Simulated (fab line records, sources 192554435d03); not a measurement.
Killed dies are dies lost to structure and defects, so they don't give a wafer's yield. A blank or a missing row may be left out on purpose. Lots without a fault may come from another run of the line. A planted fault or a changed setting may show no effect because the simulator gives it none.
One fault seen from 2 desks | flow n5_finfet | each desk has only its own numbers; what lay behind them comes last
Where a reading is given only as a bound, like >300, the bound stands for it, and a mean or a difference that rests on one is marked > or <: the true number lies beyond.

THE DEFECT DESK
What the inspections along the route counted, lot by lot: means of the sampled wafers that have a number. A lot is out of limits, marked OUT, if its mean lies more than 4 standard deviations from the usual mean; the brackets give that distance.
Columns: A = raw_defect_count at N5_BEOL_M11_INSPECT_58, usual 70; B = raw_defect_count at N5_BEOL_M12_INSPECT_12, usual 2
lot  | first seen here | A             | B
L322 | day 11 09:07    | 73            | 2
L333 | day 14 06:07    | 827 (+32) OUT | >300 (+99 or more) OUT
L332 | day 15 00:00    | 902 (+35) OUT | >300 (+99 or more) OUT
L339 | day 16 16:26    | 85            | 2
L340 | day 16 21:19    | 82            | 2
L342 | day 17 19:47    | 98            | 3
This desk's finding: out of limits on L332, L333; first on L333, day 14 06:07 (raw_defect_count at N5_BEOL_M11_INSPECT_58). In limits: L322, L339, L340, L342.

THE METROLOGY DESK
What the gauges read, lot by lot, whatever tool the lot ran on: means of the sampled wafers that have a number. A lot is out of limits, marked OUT, if its mean lies more than 4 standard deviations from the usual mean; the brackets give that distance.
Columns: A = cd_nm at N5_BEOL_M11_CD_MEAS_35, usual 70.0 nm; B = M11_THK at N5_BEOL_M11_THK_MEAS_53, usual 139 nm; C = M11_RS at N5_BEOL_M11_RS_MEAS_57, usual 0.152 ohm/sq; D = M12_ILD_THK at N5_BEOL_M12_THK_MEAS_01, usual 658 nm; E = cd_nm at N5_BEOL_M12_CD_MEAS_10, usual 140.4 nm; F = V11_OVL at N5_BEOL_M12_OVL_MEAS_11, usual 2 nm
lot  | first seen here | A    | B   | C     | D   | E     | F
L322 | day 11 06:15    | 70.1 | 141 | 0.150 | 660 | 141.0 | -0
L333 | day 14 02:32    | 69.7 | 138 | 0.153 | 666 | 138.6 | -3
L332 | day 14 20:16    | 69.3 | 136 | 0.155 | 663 | 141.8 | 4
L339 | day 16 13:56    | 70.7 | 134 | 0.158 | 667 | 140.5 | -7
L340 | day 16 15:41    | 70.0 | 136 | 0.155 | 654 | 141.6 | 0
L342 | day 17 15:25    | 69.9 | 138 | 0.153 | 652 | 140.4 | 7
This desk's finding: nothing out of limits on any of the 6 lots.

PUT TOGETHER
The defect desk could have raised an alarm at day 14 06:07, on L332, L333.
The metrology desk saw nothing out of limits.
The metrology desk has L332, L333 on record, within its limits.
Of the lots named, all ran N5_BEOL_M11_PRE_CLEAN_55 on pecvd-02.

WHAT THE SIMULATOR HAD PUT IN
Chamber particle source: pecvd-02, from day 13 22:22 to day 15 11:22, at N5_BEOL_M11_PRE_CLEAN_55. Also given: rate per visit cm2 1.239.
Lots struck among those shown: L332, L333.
Hours from the fault's start to each desk's first reading out of limits: the defect desk, 8.
